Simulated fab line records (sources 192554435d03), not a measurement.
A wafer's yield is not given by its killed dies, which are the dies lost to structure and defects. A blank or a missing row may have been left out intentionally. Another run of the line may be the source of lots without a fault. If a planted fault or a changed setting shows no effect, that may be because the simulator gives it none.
Chamber matching | flow n5 finfet | 4 sister chambers for N5_SD_EPI_N_LINER_46 on ald sin-03
The step material SiNx, target thk 3 nm. 4 wafers are shown with their chamber, then 12 later ones without.

## EACH WAFER AND ITS CHAMBER
wafer  | chamber | heater power w (W)
L087.5 | 2       | 914
L088.1 | 1       | 878
L088.2 | 3       | 848
L088.4 | 0       | 814

## WAFERS MISSING THEIR CHAMBER
wafer  | heater power w (W)
L089.2 | 826
L089.3 | 822
L089.5 | 835
L091.3 | 842
L091.4 | 839
L091.6 | 850
L096.1 | 822
L096.2 | 936
L096.6 | 843
L097.1 | 854
L097.3 | 943
L097.5 | 826

## THE CHAMBER EACH PASSED THROUGH
wafer  | from the rows above     | in truth
L089.2 | can't be placed: 0 or 3 | 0
L089.3 | can't be placed: 0 or 3 | 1
L089.5 | can't be placed: 3 or 0 | 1
L091.3 | can't be placed: 3 or 0 | 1
L091.4 | can't be placed: 3 or 0 | 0
L091.6 | can't be placed: 3 or 1 | 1
L096.1 | can't be placed: 0 or 3 | 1
L096.2 | 2                       | 2
L096.6 | can't be placed: 3 or 0 | 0
L097.1 | can't be placed: 3 or 1 | 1
L097.3 | 2                       | 2
L097.5 | can't be placed: 0 or 3 | 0
2 of 12 placed correctly. Can't be placed from these rows: 10 (the true chamber is among the candidates in 6). 0 placed wrongly.
How it was worked out, from the rows above alone: a wafer's distance from a chamber is the root of the sum, over the readings, of the square of ((its reading less the chamber's mean) divided by the reading's scatter). If the next closest chamber is less than 2 further off than the closest, the wafer can't be placed; otherwise it belongs to the closest. For every chamber, the mean is computed from those of its wafers that are shown. The scatter: root of mean squared gap, hidden wafer to nearest shown wafer, with one shown wafer a chamber.
